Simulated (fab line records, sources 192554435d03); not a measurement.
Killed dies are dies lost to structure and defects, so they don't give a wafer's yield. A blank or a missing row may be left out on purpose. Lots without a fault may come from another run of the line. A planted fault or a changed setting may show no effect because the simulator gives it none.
Chamber matching | flow n5_finfet | N5_BEOL_M5_CMP_52 on cmp-03: 4 sister chambers
The step polishes, stops on SiCOH lowk, t overpolish 6.9 s, target thk 62 nm. 14 wafers are shown with their chamber, then 7 later ones without.

WAFERS WITH THEIR CHAMBER
wafer  | chamber | motor_current_A (A) | platen_rpm (rpm) | slurry_flow_ml_min
L076.1 | 1       | 5.4                 | 50.03            | 148.8
L076.4 | 2       | 5.2                 | 50.01            | 150.2
L076.5 | 1       | 5.1                 | 49.98            | 149.4
L080.1 | 2       | 5.6                 | 49.97            | 150.2
L080.2 | 0       | 6.5                 | 50.10            | 150.5
L080.6 | 3       | 6.8                 | 50.05            | 149.7
L081.2 | 3       | 6.5                 | 49.94            | 149.7
L081.4 | 2       | 5.6                 | 49.97            | 150.3
L081.5 | 2       | 5.2                 | 49.94            | 150.8
L083.1 | 2       | 5.3                 | 49.97            | 150.5
L083.3 | 1       | 5.2                 | 49.99            | 150.4
L083.5 | 1       | 5.3                 | 49.99            | 150.2
L092.1 | 3       | 6.5                 | 50.04            | 149.5
L092.4 | 1       | 5.6                 | 49.99            | 149.9

SIGNATURES (means of the wafers above)
reading            | chamber 0 | chamber 1 | chamber 2 | chamber 3 | scatter within a chamber
motor_current_A    | 6.500     | 5.320     | 5.380     | 6.600     | 0.194
platen_rpm         | 50.1000   | 49.9960   | 49.9720   | 50.0100   | 0.0338
slurry_flow_ml_min | 150.500   | 149.740   | 150.400   | 149.633   | 0.443
Rule: a wafer's distance from a chamber is the root of the sum, over the readings, of the square of ((its reading less the chamber's mean) divided by the reading's scatter). The wafer belongs to the nearest chamber; if the next one is less than 2 further off, it can't be placed. The scatter: the root of (the sum of the squares of (reading less its chamber's mean) over the shown wafers, divided by (wafers less chambers)).

WAFERS WITHOUT THEIR CHAMBER
wafer  | motor_current_A (A) | platen_rpm (rpm) | slurry_flow_ml_min
L092.5 | 6.3                 | 49.90            | 149.9
L094.2 | 5.0                 | 49.98            | 150.1
L094.3 | 6.6                 | 50.02            | 149.7
L094.5 | 5.1                 | 50.02            | 149.7
L096.1 | 5.3                 | 50.01            | 149.0
L096.2 | 6.7                 | 50.01            | 150.0
L096.6 | 6.5                 | 50.02            | 149.7

WHICH CHAMBER EACH WENT THROUGH
wafer  | from the rows above     | in truth
L092.5 | can't be placed: 3 or 2 | 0
L094.2 | can't be placed: 1 or 2 | 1
L094.3 | 3                       | 3
L094.5 | can't be placed: 1 or 2 | 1
L096.1 | can't be placed: 1 or 2 | 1
L096.2 | 3                       | 3
L096.6 | 3                       | 3
Placed correctly: 3 of 7. Can't be placed from these rows: 4 (the true chamber is among the candidates in 3). Placed wrongly: 0.
